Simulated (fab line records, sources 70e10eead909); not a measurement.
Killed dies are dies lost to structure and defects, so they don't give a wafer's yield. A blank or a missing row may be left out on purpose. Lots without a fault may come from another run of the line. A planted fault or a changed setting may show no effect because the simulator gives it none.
A struck lot beside a sound one | flow nand_harc | 13 steps out of a route of 1159
Sound: wafers L502.1, L502.4, L502.6. Struck: wafer L511.5. (L511.2, L511.6 of the same lot were not struck and are left out.) The cause comes at the end.
At each step with rows: each side's tool, then ch and its chambers, then its first start. Under that, the readings that differ: sound wafers | struck wafers | difference of the means | sigmas: that difference in standard deviations of wafers without a fault.
alike: readings whose means differ by less than 2 such deviations, and words and numbers that are the same on both sides. not compared: withheld readings, readings that some wafer has no value for, bounds like >300 that may hide the same value, and numbers for which the record gives no deviation and whose values overlap.
The two part at a step that has a row with sigmas, a row that says differs or no value, or rows on one side only. Numbers that don't overlap but have no deviation are shown without sigmas and don't part them. A reading that every wafer of one side lacks parts them only if that side has two wafers or more.

first, 4 steps without rows for these wafers: NHARC_A_WL_FILL_STRIP_28 (strips in post etch residue remover, time 1200 s); NHARC_A_WL_FILL_PRECLEAN_06 (cleans in DIW, time 300 s); NHARC_A_WL_FILL_SRD_07; NHARC_A_WL_FILL_ANNEAL_08 (time 1800 s).
NHARC_A_WL_FILL_ALD_10: deposits SiO2, target thk 50 nm, pulse time 10 s, ald cycles 500.
  sound on ald_hk-01 ch 0,3, day 15 21:33; struck on ald_hk-01 ch 0, day 18 13:16
  alike: heater_power_w, precursor_pulse_height_rel
NHARC_A_WL_FILL_ETCHBACK_16: etches the open film in C4F8/O2/Ar, target depth 88 nm, time 17.6 s.
  sound on rie_diel-05 ch 0,1,3; struck on rie_diel-01 ch 1
  reading               | sound             | struck | difference | sigmas
  oes_product_au (a.u.) | 1.004 0.988 0.994 | 0.935  | -0.060     | -2
  alike: rf_fwd_power_W, rf_vpp_V, run_length_s
  not compared: rf_hours_counter_h
NHARC_A_WL_FILL_STRIP_29: strips in O2, time 20 s.
  sound on rie_diel-05 ch 1,2,3, day 16 02:13; struck on rie_diel-01 ch 2, day 18 15:56
  reading                | sound                | struck | difference | sigmas
  rf_vpp_V (V)           | 59.2 57.2 57.8       | 55.8   | -2.3       | -3
  throttle_valve_pct (%) | 17.015 17.035 17.036 | 17.050 | +0.021     | +2
  alike: drypump_motor_current_A, oes_product_au, showerhead_plenum_p_Torr
  not compared: rf_hours_counter_h
NHARC_A_WL_FILL_ETCHBACK_17: etches the open film in Cl2/BCl3, target depth 4 nm, time 26.7 s.
  sound on rie_metal-03 ch 0,1, day 16 02:20; struck on rie_metal-02 ch 0, day 18 16:01
  alike: drypump_motor_current_A, oes_product_au, run_length_s
  not compared: rf_hours_counter_h
then, 3 steps without rows for these wafers: NHARC_A_WL_FILL_PRECLEAN_18 (cleans in dHF, time 30 s); NHARC_A_WL_FILL_SRD_21; NHARC_A_WL_FILL_CVD_23 (deposits poly-Si, target thk 40 nm, time 800 s).
NHARC_A_WL_FILL_ETCHBACK_26: etches the open film in HBr, target depth 52 nm, time 13.3 s.
  sound on rie_si-04 ch 0,2, day 16 07:31; struck on rie_si-04 ch 0, day 18 21:28
  reading          | sound          | struck | difference | sigmas
  run_length_s (s) | 34.3 34.7 34.7 | 30.7   | -3.9       | -10
  alike: drypump_motor_current_A, oes_product_au, throttle_valve_pct
  not compared: rf_fwd_power_W, rf_hours_counter_h
then, 1 step without rows for these wafers: NHARC_A_WL_FILL_PRECLEAN_30 (cleans in dHF, time 10 s).

WHERE THEY PART
First at NHARC_A_WL_FILL_ETCHBACK_16; last, within this record, at NHARC_A_WL_FILL_ETCHBACK_26.

WHY: what the simulator had put in
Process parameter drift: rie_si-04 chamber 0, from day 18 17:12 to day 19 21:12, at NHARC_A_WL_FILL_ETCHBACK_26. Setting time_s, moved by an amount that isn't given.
